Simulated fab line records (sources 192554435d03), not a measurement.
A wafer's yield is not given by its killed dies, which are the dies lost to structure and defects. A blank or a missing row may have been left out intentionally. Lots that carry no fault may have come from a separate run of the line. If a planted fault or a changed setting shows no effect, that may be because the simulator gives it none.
Struck lot and sound lot, side by side / flow n5-finfet / 14 steps out of a route of 1938
Sound: these wafers, L535.3, L535.5, L535.6. Wafers L542.1, L542.3, L542.4 were the ones struck. At the end, the cause is stated.
Order at every step that has rows: each side's tool, ch and its chambers, its first start. Under that, the readings that differ: sound wafers / struck wafers / difference of the means / sigmas: that difference in standard deviations of wafers without a fault.
alike: readings with means less than 2 such deviations apart, plus words and numbers identical on both sides. not compared: withheld readings, readings lacking a value on some wafer, bounds such as >300 that could conceal the same value, and numbers that have no deviation in the record and whose values overlap.
Wherever a step has rows on one side only, a row that says differs or no value, or a row with sigmas, the two part there. Numbers that don't overlap but have no deviation are shown without sigmas and don't part them. A reading missing from all wafers of one side parts the sides only when that side holds two or more wafers.

first, 1 step without rows for these wafers: N5_BEOL_M9_STRIP_68 (strips in N2/H2).
N5_BEOL_M9_STRIP_67: strips in CF4.
  sound on rie-diel-03 ch 0,3, day 12 04:56; struck on rie-diel-01 ch 0,1,2, day 13 23:26
  alike: drypump-motor-current-A, oes-product-au, rf-vpp-V, showerhead-plenum-p-Torr, throttle-valve-pct
  not compared: rf-hours-counter-h
N5_BEOL_M9_HM_OPEN_17: chemistry Cl2/BCl3, target TiN, target depth 20 nm, overetch 6 nm.
  sound on rie-metal-03 ch 0,1, day 12 05:01; struck on rie-metal-03 ch 0,1, day 13 23:29
  alike: drypump-motor-current-A, oes-product-au, throttle-valve-pct
  not compared: rf-hours-counter-h
N5_BEOL_M9_STRIP_19: strips in O2.
  sound on rie-diel-01 ch 0,2,3, day 12 05:37; struck on rie-diel-03 ch 0,1,2, day 13 23:35
  alike: drypump-motor-current-A, o2-flow-sccm, oes-product-au, rf-vpp-V, showerhead-plenum-p-Torr, throttle-valve-pct
  not compared: rf-hours-counter-h
N5_BEOL_M9_CD_MEAS_18: pitch 140 nm, target cd 70 nm.
  struck on cd-sem-01, day 13 23:40; sound on cd-sem-02, day 12 05:41
  alike: cd-nm
then, 7 steps without rows for these wafers: N5_BEOL_M9_COAT_63 (time 60 s, resist thk 60 nm); N5_BEOL_M9_COAT_64 (time 60 s, resist thk 12 nm); N5_BEOL_M9_COAT_75 (time 60 s, resist thk 5 nm); N5_BEOL_M9_COAT_22 (resist thk 30 nm); N5_BEOL_M9_EBR_24; N5_BEOL_M9_SOFTBAKE_23 (time 60 s); N5_BEOL_M9_EXPOSE_25 (exposes mask V8).
N5_BEOL_M9_PEB_26: peb time 60 s.
  struck on litho-track-01, day 14 02:43; sound on litho-track-01 ch 0, day 12 06:01
  no value came back on the struck wafers for chill-plate-temp-C (C), exhaust-pa (Pa); on the sound wafers chill-plate-temp-C (C) reads 22.87 22.93 23.00
then, 1 step without rows for these wafers: N5_BEOL_M9_DEVELOP_27 (develop time 30 s).

== WHERE THEY PART ==
Only at N5_BEOL_M9_PEB_26, as far as this record shows.

WHY: what had been put in by the simulator
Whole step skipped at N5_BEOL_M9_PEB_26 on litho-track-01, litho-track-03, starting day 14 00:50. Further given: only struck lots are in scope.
